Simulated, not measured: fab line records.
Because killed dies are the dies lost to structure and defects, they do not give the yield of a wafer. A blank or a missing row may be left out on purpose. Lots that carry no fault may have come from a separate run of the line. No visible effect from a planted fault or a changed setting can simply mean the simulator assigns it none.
Matching of chambers || flow nand_harc || NHARC_A_BONDPAD_DESCUM_11 on rie_diel-05: 4 sister chambers
The step chemistry O2, time 3 s. 4 wafers are shown with their chamber, then 9 later ones without.

WAFERS WITH THEIR CHAMBER
{"wafer": "L078.5", "chamber": 3, "drypump_motor_current_A (A)": 5.9}
{"wafer": "L080.1", "chamber": 0, "drypump_motor_current_A (A)": 5.5}
{"wafer": "L080.3", "chamber": 2, "drypump_motor_current_A (A)": 5.7}
{"wafer": "L080.5", "chamber": 1, "drypump_motor_current_A (A)": 6.6}

WAFERS WITH NO CHAMBER GIVEN
{"wafer": "L090.1", "drypump_motor_current_A (A)": 5.7}
{"wafer": "L090.3", "drypump_motor_current_A (A)": 6.6}
{"wafer": "L090.5", "drypump_motor_current_A (A)": 5.7}
{"wafer": "L092.1", "drypump_motor_current_A (A)": 5.5}
{"wafer": "L092.2", "drypump_motor_current_A (A)": 6.6}
{"wafer": "L092.3", "drypump_motor_current_A (A)": 5.8}
{"wafer": "L096.1", "drypump_motor_current_A (A)": 5.5}
{"wafer": "L096.2", "drypump_motor_current_A (A)": 5.7}
{"wafer": "L096.6", "drypump_motor_current_A (A)": 5.5}

EACH ONE'S CHAMBER
{"wafer": "L090.1", "from the rows above": 2, "in truth": 2}
{"wafer": "L090.3", "from the rows above": 1, "in truth": 1}
{"wafer": "L090.5", "from the rows above": 2, "in truth": 2}
{"wafer": "L092.1", "from the rows above": 0, "in truth": 0}
{"wafer": "L092.2", "from the rows above": 1, "in truth": 1}
{"wafer": "L092.3", "from the rows above": "can't be placed: 2 or 3", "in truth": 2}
{"wafer": "L096.1", "from the rows above": 0, "in truth": 0}
{"wafer": "L096.2", "from the rows above": 2, "in truth": 2}
{"wafer": "L096.6", "from the rows above": 0, "in truth": 0}
Correctly placed: 8 of 9. Not placeable from these rows: 1 (in 1, the candidates include the true chamber). 0 placed wrongly.
How it was worked out, from the rows above alone: a wafer's distance from a chamber is the root of the sum, over the readings, of the square of ((its reading less the chamber's mean) divided by the reading's scatter). The wafer belongs to the nearest chamber; if the next one is less than 2 further off, it can't be placed. The mean given for a chamber averages the wafers shown for that chamber. The scatter: with one shown wafer a chamber, the root of the mean of the squares of how far each hidden wafer lies from its nearest shown one.
